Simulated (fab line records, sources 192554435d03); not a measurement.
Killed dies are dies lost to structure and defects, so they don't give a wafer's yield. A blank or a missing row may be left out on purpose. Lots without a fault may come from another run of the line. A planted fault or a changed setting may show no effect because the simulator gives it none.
Chamber matching | flow n5_finfet | N5_DUMMY_GATE_ALD_02 on ald_sin-02: 4 sister chambers
The step deposits SiO2, target thk 2 nm, pulse time 1 s. 14 wafers are shown with their chamber, then 7 later ones without.

WAFERS WITH THEIR CHAMBER
wafer  | chamber | heater_power_w (W) | precursor_pulse_height_rel
L076.1 | 1       | 464                | 0.997
L076.2 | 2       | 494                | 1.015
L076.5 | 0       | 557                | 1.032
L082.2 | 1       | 468                | 0.990
L082.3 | 0       | 559                | 0.980
L082.5 | 2       | 488                | 0.954
L091.2 | 1       | 462                | 0.981
L091.3 | 2       | 488                | 0.993
L091.6 | 0       | 559                | 1.031
L093.1 | 3       | 489                | 0.964
L093.2 | 2       | 485                | 0.998
L093.5 | 0       | 567                | 1.006
L094.1 | 3       | 472                | 0.980
L094.2 | 1       | 480                | 0.997

SIGNATURES (means of the wafers above)
reading                    | chamber 0 | chamber 1 | chamber 2 | chamber 3 | scatter within a chamber
heater_power_w             | 560.50    | 468.50    | 488.75    | 480.50    | 6.64
precursor_pulse_height_rel | 1.01225   | 0.99125   | 0.99000   | 0.97200   | 0.0203
Rule: a wafer's distance from a chamber is the root of the sum, over the readings, of the square of ((its reading less the chamber's mean) divided by the reading's scatter). The wafer belongs to the nearest chamber; if the next one is less than 2 further off, it can't be placed. The scatter: the root of (the sum of the squares of (reading less its chamber's mean) over the shown wafers, divided by (wafers less chambers)).

WAFERS WITHOUT THEIR CHAMBER
wafer  | heater_power_w (W) | precursor_pulse_height_rel
L094.4 | 555                | 0.993
L096.2 | 474                | 0.979
L096.5 | 460                | 1.026
L096.6 | 578                | 1.005
L097.1 | 489                | 1.003
L097.4 | 480                | 1.004
L097.6 | 493                | 0.969

WHICH CHAMBER EACH WENT THROUGH
wafer  | from the rows above          | in truth
L094.4 | 0                            | 0
L096.2 | can't be placed: 1 or 3 or 2 | 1
L096.5 | can't be placed: 1 or 3      | 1
L096.6 | 0                            | 0
L097.1 | can't be placed: 2 or 3      | 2
L097.4 | can't be placed: 2 or 3 or 1 | 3
L097.6 | can't be placed: 2 or 3      | 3
Placed correctly: 2 of 7. Can't be placed from these rows: 5 (the true chamber is among the candidates in 5). Placed wrongly: 0.
